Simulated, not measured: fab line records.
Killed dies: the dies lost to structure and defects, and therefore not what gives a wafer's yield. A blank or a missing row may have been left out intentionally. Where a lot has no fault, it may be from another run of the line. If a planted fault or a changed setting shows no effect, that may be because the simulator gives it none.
Chamber matching    flow n5_finfet    rie_diel-06 running N5_BEOL_M14_DESCUM_15: 4 sister chambers
The step chemistry O2, time 7.9 s. 4 wafers are shown with their chamber, then 9 later ones without.

## WAFERS PAIRED WITH THEIR CHAMBERS
wafer   chamber  showerhead_plenum_p_Torr (Torr)
L084.3  1        2.07
L084.4  2        2.02
L088.3  0        2.20
L088.5  3        2.23

## WAFERS WHOSE CHAMBER IS MISSING
wafer   showerhead_plenum_p_Torr (Torr)
L089.3  2.06
L089.5  2.06
L089.6  2.20
L094.1  2.20
L094.3  2.23
L094.4  2.06
L096.1  2.06
L096.5  2.20
L096.6  2.22

## WHICH CHAMBER EACH ONE RAN IN
wafer   from the rows above      in truth
L089.3  1                        1
L089.5  1                        1
L089.6  0                        0
L094.1  0                        0
L094.3  3                        3
L094.4  1                        1
L096.1  1                        1
L096.5  0                        0
L096.6  can't be placed: 3 or 0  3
Correctly placed: 8 of 9. Unplaceable from these rows: 1, with the true chamber sitting among the candidates in 1. Number placed wrongly: 0.
How it was worked out, from the rows above alone: a wafer's distance from a chamber is the root of the sum, over the readings, of the square of ((its reading less the chamber's mean) divided by the reading's scatter). The wafer belongs to the nearest chamber; if the next one is less than 2 further off, it can't be placed. A chamber's mean is the mean of its shown wafers. The scatter: root of mean squared gap, hidden wafer to nearest shown wafer, with one shown wafer a chamber.
